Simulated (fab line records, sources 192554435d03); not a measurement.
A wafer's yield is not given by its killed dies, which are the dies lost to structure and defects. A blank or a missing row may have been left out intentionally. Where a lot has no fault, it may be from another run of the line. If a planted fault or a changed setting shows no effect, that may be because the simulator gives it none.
fab line records	flow n5Finfet
record: lots: 7	wafers: 21
route steps=1938 shown SD_EPI_P@297 SD_ACTIVATION@330 HKMG_FIN@395 MOL_CONTACT_COAG@537 BEOL_M0_SAQP@647
startH: the number of hours between the record's first day and the start of the first shown wafer of the lot	waitH: hours elapsed since this lot's preceding step	" same as the row above	L1.1+2: one row covering several wafers at once	- no value, or no start given	* or withheld: withheld	< > ~ a bound
route shown NAME@n: names a module that has steps shown in the file, with the first one's number in the route	usual: mean and standard deviation over wafers with no fault	same: alike in all rows	chamber/n: place in a boat	sites: per-site readings	_std_site: the standard deviation of these	_edge_site: outer sites' mean less inner sites'	radiusMm: for every site, how far away it sits from the centre of the wafer	mask NAME#n: copy n	behind: tool/chamber where the wafer was last shaped	hold: what put the lot on hold/how long, in hours/how the hold closed	device: the n, p or np transistor that did not switch	end of line: tests of these same wafers at the route's end	a step with no rows: only its recipe	killed: dies lost to structure and defects at the first sort, not the wafer's yield	map: the dies of a wafer, with x for killed, . for not killed, _ for no die there
set.NAME: the setting the step ran with; set.NAME@STEP: the setting that earlier step ran with	model.NAME: the simulator's own value behind a step, which no gauge read
one table per step and one row per wafer, for lots whose settings were changed on purpose
== steps ==
step: N5_SD_EPI_P_COAT_03
recipe: resist: CAR-ArF-block	spinRpm: 1500	resistThkNm: 150
lot.wafer	tool	chamber	startH	waitH	set.spinRpm	model.CAR-ArF-block_of_SD_EPI_P_COAT_03.thkNm
L074.1	lithoTrack-05	0	-	-	1500	150.2
L074.4	"	0	"	"	1584	146
L074.6	"	0	"	"	1584	145.8
L078.1+6	lithoTrack-04	0	-	-	1500	150.8
L078.2	"	0	"	"	1500	151
L079.1	lithoTrack-04	0	-	-	1434	154.4
L079.2	"	0	"	"	1500	151
L079.6	"	0	"	"	1500	150.6
L085.1+3	lithoTrack-01	0	-	-	1580	146.2
L085.5	"	0	"	"	1500	150.2
L093.1	lithoTrack-05	0	-	-	1578	146.2
L093.4	"	0	"	"	1500	150.4
L093.6	"	0	"	"	1500	150.6
L094.4	lithoTrack-01	0	-	-	1604	145.2
L094.5	"	0	"	"	1604	145.4
L094.6	"	0	"	"	1500	150.4
L095.1	lithoTrack-04	0	-	-	1500	150
L095.2	"	0	"	"	1500	149.4
L095.6	"	0	"	"	1636	143.4
step: N5_SD_EPI_P_EBR_05
recipe: solvent: PGMEA	ebrWidthMm: 1.5
step: N5_SD_EPI_P_SOFTBAKE_04
recipe: tempC: 110	timeS: 60	resist: CAR-ArF-block
step: N5_SD_EPI_P_EXPOSE_06
recipe: maskId: SD_P_BLK	na: 1.35	sourceShape: conventional	sigmaOuter: 0.8	polarization: unpolarized	targetCdNm: 240	doseMj: 39.5
step: N5_SD_EPI_P_PEB_07
recipe: pebTempC: 110	pebTimeS: 60	resist: CAR-ArF-block
step: N5_SD_EPI_P_DEVELOP_08
recipe: developTimeS: 30	developer: TMAH	resist: CAR-ArF-block	devTempC: 23	rinseLiquid: diw	dry: airSpin
lot.wafer	tool	chamber	startH	waitH	set.spinRpm@SD_EPI_P_COAT_03	model.CAR-ArF-block_of_SD_EPI_P_COAT_03.thkNm
L074.1	lithoTrack-01	0	-	-	1500	148.6
L074.4+6	"	0	"	"	1584	144.2
L078.1+6	lithoTrack-04	0	-	-	1500	149
L078.2	"	0	"	"	1500	149.4
L079.1	lithoTrack-01	0	-	-	1434	152.8
L079.2	"	0	"	"	1500	149.2
L079.6	"	0	"	"	1500	148.8
L085.1	lithoTrack-05	0	-	-	1580	144.6
L085.3	"	0	"	"	1580	144.4
L085.5	"	0	"	"	1500	148.6
L093.1	lithoTrack-05	0	-	-	1578	144.6
L093.4+6	"	0	"	"	1500	148.8
L094.4+5	lithoTrack-01	0	-	-	1604	143.6
L094.6	"	0	"	"	1500	148.8
L095.1	lithoTrack-01	0	-	-	1500	148.2
L095.2	"	0	"	"	1500	147.8
L095.6	"	0	"	"	1636	141.8
step: N5_SD_EPI_P_DESCUM_14
recipe: chemistry: O2	timeS: 7.9	sourcePowerW: 50	biasPowerW: 20	pressureMtorr: 20	rfFrequencyHz: 2.712e+07	tempC: 40	resist: CAR-ArF-block	o2FlowSccm: 225
step: N5_SD_EPI_P_ETCH_36
recipe: chemistry: CF4	target: SiARC	targetDepthA: 455	maskMaterial: CAR-ArF-block	timeS: 75.8	ionEnergyEv: 80	pressureMtorr: 40	sourceW: 545	biasW: 36	Ar_flow_sccm: 100	cf4FlowSccm: 100	ends: cleared
lot.wafer	tool	chamber	startH	waitH	set.spinRpm@SD_EPI_P_COAT_03	model.CAR-ArF-block_of_SD_EPI_P_COAT_03.thkNm
L074.1	rieDiel-03	2	54.46	0.0	1500	111.2
L074.4+6	"	0	"	"	1584	107
L078.1+6	rieDiel-02	2	76.44	0.0	1500	111.8
L078.2	"	3	"	"	1500	112
L079.1	rieDiel-02	2	82.94	0.0	1434	115.4
L079.2	"	0	"	"	1500	112.2
L079.6	"	2	"	"	1500	111.6
L085.1+3	rieDiel-04	1,3	122.81	0.0	1580	107
L085.5	"	2	"	"	1500	111.2
L093.1	rieDiel-04	1	168.08	0.0	1578	107.2
L093.4	"	0	"	"	1500	111.4
L093.6	"	2	"	"	1500	111.6
L094.4	rieDiel-04	1	174.95	0.0	1604	106.2
L094.5	"	0	"	"	1604	106.4
L094.6	"	1	"	"	1500	111.2
L095.1	rieDiel-02	2	180.69	0.0	1500	110.8
L095.2	"	0	"	"	1500	110.4
L095.6	"	1	"	"	1636	104.4
step: N5_SD_EPI_P_ETCH_37
recipe: chemistry: N2/H2	target: SOC	overetchA: 1080	maskMaterial: SiARC	tempC: 40	ionEnergyEv: 100	sourceW: 3000	biasW: 133	pressureMtorr: 20	timeS: 486	n2FlowSccm: 200	h2FlowSccm: 200	ends: endPoint
step: N5_SD_EPI_P_STRIP_38
recipe: chemistry: N2/H2	tempC: 40	n2FlowSccm: 200	h2FlowSccm: 200	rfFrequencyHz: 6e+07
step: N5_SD_EPI_P_EPI_21
recipe: material: SiGe:B	dopant: B	tempC: 550	pressureTorr: 20	ambient: H2	timeS: 355
step: N5_SD_EPI_P_HM_STRIP_48
recipe: chemistry: H3PO4	tempC: 160	material: SiNx	target: SiNx	targetDepthA: 30	overetchFraction: 0.3
lot.wafer	tool	chamber	startH	waitH	set.epiGrowthTimeS@SD_EPI_N_EPI_21	model.Si-P_of_SD_EPI_N_EPI_21.thkNm
L074.1+4	wetBench-06	0,4	58.10	0.0	690	58.2
L074.6	"	2	"	"	690	58
L078.1	wetBench-04	2	79.98	0.0	690	57.8
L078.2	"	4	"	"	690	58
L078.6	"	3	"	"	690	57
L079.1	wetBench-06	2	86.50	0.0	690	57.8
L079.2	"	6	"	"	690	57.6
L079.6	"	1	"	"	746.7	61
L085.1	wetBench-01	6	126.36	0.0	713.8	58.8
L085.3	"	2	"	"	690	57.2
L085.5	"	5	"	"	690	57
L093.1	wetBench-01	4	171.63	0.0	724	61
L093.4	"	7	"	"	690	58.6
L093.6	"	3	"	"	690	59.4
L094.4	wetBench-06	7	178.51	0.0	690	57.8
L094.5	"	0	"	"	690	57.2
L094.6	"	2	"	"	750.6	61.6
L095.1	wetBench-01	1	184.23	0.0	757.9	62.6
L095.2	"	5	"	"	690	58.6
L095.6	"	6	"	"	690	59
step: N5_SD_EPI_P_SRD_49
recipe: dry: ipaMarangoni	timeS: 30	tempC: 23	rinseLiquid: diw
step: N5_SD_EPI_P_PRECLEAN_24
recipe: chemistry: O3/DIW	timeS: 45	tempC: 22	o3Ppm: 10
step: N5_SD_ACTIVATION_RTA_00
recipe: tempC: 975	timeS: 0	ambient: N2	idleTempC: 600	rampUpCPerS: 150	rampDownCPerS: 60	coolToC: 600
step: N5_SD_ACTIVATION_LSA_01
recipe: tempC: 1080	timeS: 0.0008	ambient: N2
step: N5_SD_ACTIVATION_RS_MEAS_03
recipe: thkMeasGauge: four-point-probe
usual: RS_SD_N: 21.93/0.3	RS_SD_P: 56.2/1
lot.wafer	tool	chamber	startH	waitH	set.epiGrowthTimeS@SD_EPI_N_EPI_21	RS_SD_N[ohm/sq]	RS_SD_P[ohm/sq]
L074.1	filmMetro-02	-	58.67	0.2	690	22.08	57.3
L074.4	"	-	"	"	690	21.96	56.8
L074.6	"	-	"	"	690	22.14	57.6
L078.1	filmMetro-01	-	82.03	0.2	690	22.31	58.9
L078.2	"	-	"	"	690	21.89	59.5
L078.6	"	-	"	"	690	22.51	58.5
L079.1	filmMetro-02	-	87.09	0.2	690	22.26	57.0
L079.2	"	-	"	"	690	22.22	56.0
L079.6	"	-	"	"	746.7	20.67	56.8
L085.1	filmMetro-02	-	126.93	0.2	713.8	21.78	56.8
L085.3	"	-	"	"	690	22.41	56.5
L085.5	"	-	"	"	690	22.49	56.8
L093.1	filmMetro-02	-	172.19	0.2	724	21.20	55.3
L093.4	"	-	"	"	690	21.99	55.4
L093.6	"	-	"	"	690	21.57	55.9
L094.4	filmMetro-01	-	179.20	0.1	690	22.27	55.8
L094.5	"	-	"	"	690	22.45	55.5
L094.6	"	-	"	"	750.6	20.72	56.1
L095.1	filmMetro-01	-	184.80	0.2	757.9	20.39	56.8
L095.2	"	-	"	"	690	21.68	56.6
L095.6	"	-	"	"	690	21.68	56.7
step: N5_HKMG_FIN_EXPOSE_46
recipe: maskId: NDIPOLE	na: 1.35	sourceShape: conventional	sigmaOuter: 0.8	polarization: unpolarized	doseMj: 40
lot.wafer	tool	chamber	startH	waitH	mask	set.doseMj
L074.1+4	arfiScanner-03	0	72.19	-	NDIPOLE#0	40
L074.6	"	0	"	"	NDIPOLE#0	42.78
L078.1+2+6	arfiScanner-01	0	94.53	-	NDIPOLE#0	40
L079.1+6	arfiScanner-03	0	100.87	-	NDIPOLE#0	40
L079.2	"	0	"	"	NDIPOLE#0	41.84
L085.1+5	arfiScanner-01	0	139.38	-	NDIPOLE#0	42.9
L085.3	"	0	"	"	NDIPOLE#0	40
L093.1	arfiScanner-02	0	186.85	-	NDIPOLE#0	40
L093.4+6	"	0	"	"	NDIPOLE#0	42.64
L094.4+5+6	arfiScanner-02	0	191.85	-	NDIPOLE#0	40
L095.1+2	arfiScanner-03	0	199.31	-	NDIPOLE#0	40
L095.6	"	0	"	"	NDIPOLE#0	42.84
step: N5_HKMG_FIN_PEB_47
recipe: pebTempC: withheld	pebTimeS: 60	resist: CAR-ArF
step: N5_HKMG_FIN_DEVELOP_48
recipe: developTimeS: 30	developer: TMAH	resist: CAR-ArF	rinseLiquid: diw	dry: airSpin	devTempC: 23
step: N5_HKMG_FIN_CD_MEAS_49
recipe: targetCdNm: 202	landingEnergyEv: 500	detector: seInlens	polarity: opening
usual: cdNm: 202.1/0.66
lot.wafer	tool	chamber	startH	waitH	set.doseMj@HKMG_FIN_EXPOSE_46	cdNm
L074.1	cdSem-03	0	72.31	-	40	202.1
L074.4	"	0	"	"	40	202.8
L074.6	"	0	"	"	42.78	205.5
L078.1	cdSem-03	0	94.65	-	40	201.8
L078.2	"	0	"	"	40	202.9
L078.6	"	0	"	"	40	202.5
L079.1	cdSem-02	0	100.99	-	40	202.7
L079.2	"	0	"	"	41.84	204.8
L079.6	"	0	"	"	40	201.8
L085.1	cdSem-01	0	139.50	-	42.9	206.1
L085.3	"	0	"	"	40	202.4
L085.5	"	0	"	"	42.9	206.6
L093.1	cdSem-03	0	186.97	-	40	201.5
L093.4	"	0	"	"	42.64	205.3
L093.6	"	0	"	"	42.64	206.5
L094.4	cdSem-01	0	191.96	-	40	202.2
L094.5	"	0	"	"	40	202.5
L094.6	"	0	"	"	40	202.0
L095.1	cdSem-01	0	199.43	-	40	203.1
L095.2	"	0	"	"	40	202.0
L095.6	"	0	"	"	42.84	207.8
step: N5_HKMG_FIN_ETCH_54
recipe: chemistry: CF4	target: SiARC	targetDepthA: 455	maskMaterial: CAR-ArF	timeS: 75.8	ionEnergyEv: 80	pressureMtorr: 40	sourceW: 545	biasW: 36	Ar_flow_sccm: 100	cf4FlowSccm: 100	ends: cleared
usual: etchRfOnTimeS: 76.1/1.3	rfVppV: 184.4/1
lot.wafer	tool	chamber	startH	waitH	set.sourceW	set.doseMj@HKMG_FIN_EXPOSE_46	etchRfOnTimeS	rfVppV	model.HKMG_FIN.cdOffsetNm
L074.1	rieDiel-06	1	72.60	0.0	545	40	76.6	183.8	0.4
L074.4	"	0	"	"	456.4	40	88.0	196.0	1
L074.6	"	2	"	"	456.4	42.78	90.2	194.9	3.6
L078.1	rieDiel-05	0	94.77	0.0	545	40	76.0	184.1	0.2
L078.2	"	2	"	"	545	40	75.7	185.3	0.8
L078.6	"	2	"	"	545	40	76.6	184.3	0.2
L079.1	rieDiel-05	3	101.31	0.0	545	40	76.3	185.1	1
L079.2	"	2	"	"	545	41.84	76.1	184.2	2.8
L079.6	"	0	"	"	581.9	40	72.1	179.8	0.4
L085.1	rieDiel-01	0	139.63	0.0	545	42.9	79.3	182.6	4
L085.3	"	3	"	"	598.8	40	68.8	179.1	0.4
L085.5	"	1	"	"	545	42.9	77.4	186.4	5
L093.1	rieDiel-01	1	187.10	0.0	545	40	76.1	182.6	-0.2
L093.4	"	0	"	"	545	42.64	79.0	184.5	3.6
L093.6	"	1	"	"	518.7	42.64	78.5	185.4	4.4
L094.4	rieDiel-06	2	192.52	0.0	545	40	78.7	184.0	0
L094.5	"	3	"	"	635.5	40	66.3	173.9	1
L094.6	"	2	"	"	545	40	78.4	184.0	0
L095.1	rieDiel-01	0	199.56	0.0	545	40	76.9	183.9	1.2
L095.2	"	2	"	"	639.5	40	65.2	175.1	-0.2
L095.6	"	1	"	"	545	42.84	74.7	184.4	5.6
step: N5_HKMG_FIN_ETCH_55
recipe: chemistry: N2/H2	target: SOC	targetDepthA: 2400	tempC: 40	timeS: 300	ionEnergyEv: 200	maskMaterial: SiARC	pressureMtorr: 30	sourceW: 840	biasW: 150	n2FlowSccm: 200	h2FlowSccm: 200
lot.wafer	tool	chamber	startH	waitH	set.doseMj@HKMG_FIN_EXPOSE_46	model.HKMG_FIN.cdOffsetNm
L074.1	rieDiel-06	1	72.65	0.0	40	0
L074.4	"	0	"	"	40	0.6
L074.6	"	2	"	"	42.78	3.2
L078.1+6	rieDiel-05	0,2	94.83	0.0	40	-0.4
L078.2	"	2	"	"	40	0
L079.1	rieDiel-05	3	101.36	0.0	40	0.8
L079.2	"	2	"	"	41.84	2
L079.6	"	0	"	"	40	-1
L085.1	rieDiel-01	0	139.68	0.0	42.9	3.8
L085.3	"	3	"	"	40	1
L085.5	"	1	"	"	42.9	5.2
L093.1	rieDiel-01	1	187.15	0.0	40	-0.4
L093.4	"	0	"	"	42.64	3
L093.6	"	1	"	"	42.64	4.2
L094.4	rieDiel-06	2	192.57	0.0	40	-0.2
L094.5	"	3	"	"	40	1.2
L094.6	"	2	"	"	40	-0.4
L095.1	rieDiel-01	0	199.61	0.0	40	0.6
L095.2	"	2	"	"	40	0.4
L095.6	"	1	"	"	42.84	5.4
step: N5_MOL_CONTACT_COAG_ETCH_15
recipe: chemistry: CH3F/O2	target: SiNx	targetDepthA: 70	maskMaterial: SOC	stopOn: Si:P	overEtchFrac: 0.75	ionEnergyEv: 120	pressureMtorr: 30	sourceW: 395	biasW: 73	Ar_flow_sccm: 150	CH3F_flow_sccm: 30	O2_flow_sccm: 20
usual: rfVppV: 301/4.6
lot.wafer	tool	chamber	startH	waitH	set.sourceW	rfVppV
L074.1	rieDiel-06	0	88.27	0.0	395	302
L074.4	"	2	"	"	345.6	321
L074.6	"	0	"	"	395	303
L078.1	rieDiel-06	3	110.41	0.0	395	298
L078.2	"	1	"	"	395	297
L078.6	"	0	"	"	395	303
L079.1	rieDiel-05	3	117.68	0.0	395	299
L079.2	"	1	"	"	455.6	290
L079.6	"	2	"	"	395	304
L085.1	rieDiel-06	2	155.82	0.0	395	303
L085.3	"	0	"	"	463	281
L085.5	"	3	"	"	463	275
L093.1	rieDiel-06	3	204.08	0.0	335.6	320
L093.4	"	1	"	"	395	296
L093.6	"	0	"	"	335.6	327
L094.4	rieDiel-06	2	209.14	0.0	414	297
L094.5	"	0	"	"	414	294
L094.6	"	1	"	"	395	296
L095.1	rieDiel-05	3	215.38	0.0	465.2	275
L095.2	"	2	"	"	465.2	284
L095.6	"	1	"	"	465.2	286
step: N5_MOL_CONTACT_COAG_COAT_64
recipe: resist: underlayer	tempC: 205	timeS: 60	spinRpm: 1500	resistThkNm: 10
lot.wafer	tool	chamber	startH	waitH	set.spinRpm	model.underlayer_of_MOL_CONTACT_COAG_COAT_64.thkNm
L074.1+4+6	lithoTrack-02	0	-	-	1500	10
L078.1+2+6	lithoTrack-03	0	-	-	1500	10
L079.1+2	lithoTrack-02	0	-	-	1500	10
L079.6	"	0	"	"	1383	10.4
L085.1+3+5	lithoTrack-01	0	-	-	1500	10
L093.1+4+6	lithoTrack-03	0	-	-	1500	10
L094.4	lithoTrack-02	0	-	-	1609	9.6
L094.5+6	"	0	"	"	1500	10
L095.1+2+6	lithoTrack-03	0	-	-	1500	10
step: N5_MOL_CONTACT_COAG_EXPOSE_37
recipe: maskId: VD	na: 0.33	sourceShape: annular	sigmaInner: 0.3	sigmaOuter: 0.7	polarization: unpolarized	defocusNm: 0	doseMj: 62
lot.wafer	tool	chamber	startH	waitH	mask	set.doseMj
L074.1+4+6	euvScanner-01	0	99.73	-	VD#0	62
L078.1+2+6	euvScanner-02	0	120.82	-	VD#0	62
L079.1	euvScanner-02	0	133.01	-	VD#0	66.62
L079.2+6	"	0	"	"	VD#0	62
L085.1+3	euvScanner-02	0	169.68	-	VD#0	62
L085.5	"	0	"	"	VD#0	60.12
L093.1+4+6	euvScanner-02	0	215.57	-	VD#0	62
L094.4+5+6	euvScanner-02	0	219.71	-	VD#0	60.16
L095.1+6	euvScanner-02	0	226.54	-	VD#0	62
L095.2	"	0	"	"	VD#0	59.96
step: N5_MOL_CONTACT_COAG_PEB_38
recipe: pebTempC: 100	pebTimeS: 60	resist: CAR-EUV
step: N5_MOL_CONTACT_COAG_DEVELOP_39
recipe: developTimeS: 30	developer: TMAH	resist: CAR-EUV	rinseLiquid: surfactantRinse	dry: airSpin	devTempC: 23
step: N5_MOL_CONTACT_COAG_CD_MEAS_40
recipe: targetCdNm: 25.1	landingEnergyEv: 500	detector: seInlens	polarity: opening
usual: cdNm: 25.17/0.22
lot.wafer	tool	chamber	startH	waitH	set.doseMj@MOL_CONTACT_COAG_EXPOSE_37	cdNm
L074.1	cdSem-01	0	99.88	-	62	25.09
L074.4	"	0	"	"	62	25.38
L074.6	"	0	"	"	62	25.18
L078.1	cdSem-01	0	120.97	-	62	25.06
L078.2	"	0	"	"	62	25.71
L078.6	"	0	"	"	62	25.23
L079.1	cdSem-03	0	133.16	-	66.62	26.45
L079.2	"	0	"	"	62	25.11
L079.6	"	0	"	"	62	25.15
L085.1	cdSem-02	0	169.83	-	62	25.04
L085.3	"	0	"	"	62	25.21
L085.5	"	0	"	"	60.12	24.48
L093.1	cdSem-02	0	215.72	-	62	25.00
L093.4	"	0	"	"	62	25.08
L093.6	"	0	"	"	62	25.05
L094.4	cdSem-02	0	219.83	-	60.16	24.48
L094.5	"	0	"	"	60.16	24.61
L094.6	"	0	"	"	60.16	24.29
L095.1	cdSem-03	0	226.68	-	62	25.51
L095.2	"	0	"	"	59.96	24.66
L095.6	"	0	"	"	62	25.38
step: N5_MOL_CONTACT_COAG_DESCUM_45
recipe: chemistry: O2	timeS: 7	sourcePowerW: 50	biasPowerW: 20	pressureMtorr: 20	rfFrequencyHz: 2.712e+07	tempC: 40	resist: CAR-EUV	o2FlowSccm: 225
step: N5_MOL_CONTACT_COAG_ETCH_65
recipe: chemistry: N2/H2	target: underlayer	targetDepthA: 130	maskMaterial: CAR-EUV	timeS: 10.4	ionEnergyEv: 200	pressureMtorr: 30	sourceW: 840	biasW: 150	n2FlowSccm: 200	h2FlowSccm: 200	ends: cleared
lot.wafer	tool	chamber	startH	waitH	set.spinRpm@MOL_CONTACT_COAG_COAT_64	model.etch.depthNm
L074.1	rieDiel-01	2	100.04	0.0	1500	9.954
L074.4	"	3	"	"	1500	9.976
L074.6	"	2	"	"	1500	9.98
L078.1	rieDiel-06	3	121.12	0.0	1500	10.05
L078.2	"	2	"	"	1500	10.02
L078.6	"	3	"	"	1500	10.03
L079.1	rieDiel-05	1	133.32	0.0	1500	9.965
L079.2	"	2	"	"	1500	9.971
L079.6	"	3	"	"	1383	10.38
L085.1+5	rieDiel-01	1,0	169.99	0.0	1500	10.07
L085.3	"	0	"	"	1500	10.05
L093.1+6	rieDiel-05	2,1	215.87	0.0	1500	10.03
L093.4	"	2	"	"	1500	9.994
L094.4	rieDiel-06	2	219.99	0.0	1609	9.633
L094.5	"	2	"	"	1500	9.969
L094.6	"	3	"	"	1500	9.979
L095.1+2+6	rieDiel-06	2,0,0	226.84	0.0	1500	10.02
step: N5_BEOL_M0_SAQP_PEB_12
recipe: pebTempC: withheld	pebTimeS: 60	resist: CAR-ArF
lot.wafer	tool	chamber	startH	waitH	set.pebTimeS
L074.1	lithoTrack-04	0	106.96	0.1	60
L074.4+6	"	0	"	"	49.58
L078.1+2+6	lithoTrack-01	0	128.87	0.1	60
L079.1+2	lithoTrack-05	0	139.44	0.1	60
L079.6	"	0	"	"	50.32
L085.1+3+5	lithoTrack-05	0	177.16	0.1	73.29
L093.1	lithoTrack-04	0	223.88	0.1	47.67
L093.4+6	"	0	"	"	60
L094.4+6	lithoTrack-04	0	227.01	0.0	69.54
L094.5	"	0	"	"	60
L095.1+2+6	lithoTrack-05	0	233.68	0.1	60
step: N5_BEOL_M0_SAQP_DEVELOP_13
recipe: developTimeS: 30	developer: TMAH	resist: CAR-ArF	devTempC: 23	rinseLiquid: diw	dry: airSpin
step: N5_BEOL_M0_SAQP_CD_MEAS_14
recipe: targetCdNm: 42.5	landingEnergyEv: 500	detector: seInlens
usual: cdNm: 42.4/0.33
lot.wafer	tool	chamber	startH	waitH	set.pebTimeS@BEOL_M0_SAQP_PEB_12	cdNm
L074.1	cdSem-03	0	107.03	-	60	42.9
L074.4	"	0	"	"	49.58	45.7
L074.6	"	0	"	"	49.58	46.3
L078.1	cdSem-02	0	128.94	-	60	42.2
L078.2	"	0	"	"	60	42.0
L078.6	"	0	"	"	60	42.5
L079.1	cdSem-02	0	139.51	-	60	42.4
L079.2	"	0	"	"	60	42.1
L079.6	"	0	"	"	50.32	45.2
L085.1	cdSem-01	0	177.23	-	73.29	39.4
L085.3	"	0	"	"	73.29	39.9
L085.5	"	0	"	"	73.29	39.8
L093.1	cdSem-03	0	223.94	-	47.67	46.0
L093.4	"	0	"	"	60	41.6
L093.6	"	0	"	"	60	42.6
L094.4	cdSem-02	0	227.08	-	69.54	40.0
L094.5	"	0	"	"	60	41.8
L094.6	"	0	"	"	69.54	40.3
L095.1	cdSem-01	0	233.75	-	60	42.2
L095.2	"	0	"	"	60	42.9
L095.6	"	0	"	"	60	42.3
== key ==
split: step: N5_SD_EPI_P_COAT_03	setting: spinRpm	stated: 1500	by: wafer
response: step: N5_SD_EPI_P_COAT_03	reading: model.CAR-ArF-block_of_SD_EPI_P_COAT_03.thkNm	change: -0.745	per: 1%	r: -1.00
response: step: N5_SD_EPI_P_DEVELOP_08	reading: model.CAR-ArF-block_of_SD_EPI_P_COAT_03.thkNm	change: -0.75	per: 1%	r: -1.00
response: step: N5_SD_EPI_P_ETCH_36	reading: model.CAR-ArF-block_of_SD_EPI_P_COAT_03.thkNm	change: -0.735	per: 1%	r: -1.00
split: step: N5_HKMG_FIN_EXPOSE_46	setting: doseMj	stated: 40	by: wafer
response: step: N5_HKMG_FIN_CD_MEAS_49	reading: cdNm	change: +0.59	per: 1%	r: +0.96
response: step: N5_HKMG_FIN_ETCH_54	reading: model.HKMG_FIN.cdOffsetNm	change: +0.572	per: 1%	r: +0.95
response: step: N5_HKMG_FIN_ETCH_55	reading: model.HKMG_FIN.cdOffsetNm	change: +0.539	per: 1%	r: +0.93
split: step: N5_HKMG_FIN_ETCH_54	setting: sourceW	stated: 545	by: wafer
response: step: N5_HKMG_FIN_ETCH_54	reading: etchRfOnTimeS	change: *	per: 1%	r: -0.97
response: step: N5_HKMG_FIN_ETCH_54	reading: rfVppV	change: -0.602	per: 1%	r: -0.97
split: step: N5_MOL_CONTACT_COAG_ETCH_15	setting: sourceW	stated: 395	by: wafer
response: step: N5_MOL_CONTACT_COAG_ETCH_15	reading: rfVppV	change: -1.34	per: 1%	r: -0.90
split: step: N5_MOL_CONTACT_COAG_COAT_64	setting: spinRpm	stated: 1500	by: wafer
response: step: N5_MOL_CONTACT_COAG_COAT_64	reading: model.underlayer_of_MOL_CONTACT_COAG_COAT_64.thkNm	change: -0.053	per: 1%	r: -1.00
response: step: N5_MOL_CONTACT_COAG_ETCH_65	reading: model.etch.depthNm	change: -0.0503	per: 1%	r: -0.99
split: step: N5_MOL_CONTACT_COAG_EXPOSE_37	setting: doseMj	stated: 62	by: wafer
response: step: N5_MOL_CONTACT_COAG_CD_MEAS_40	reading: cdNm	change: +0.19	per: 1%	r: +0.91
split: step: N5_BEOL_M0_SAQP_PEB_12	setting: pebTimeS	stated: 60	by: wafer
response: step: N5_BEOL_M0_SAQP_CD_MEAS_14	reading: cdNm	change: -0.17	per: 1%	r: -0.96
split outsideThisFile step=N5_SD_EPI_N_EPI_21 setting=epiGrowthTimeS
split outsideThisFile: this setting was split too, and the file shows its column; the key of that split is in another file
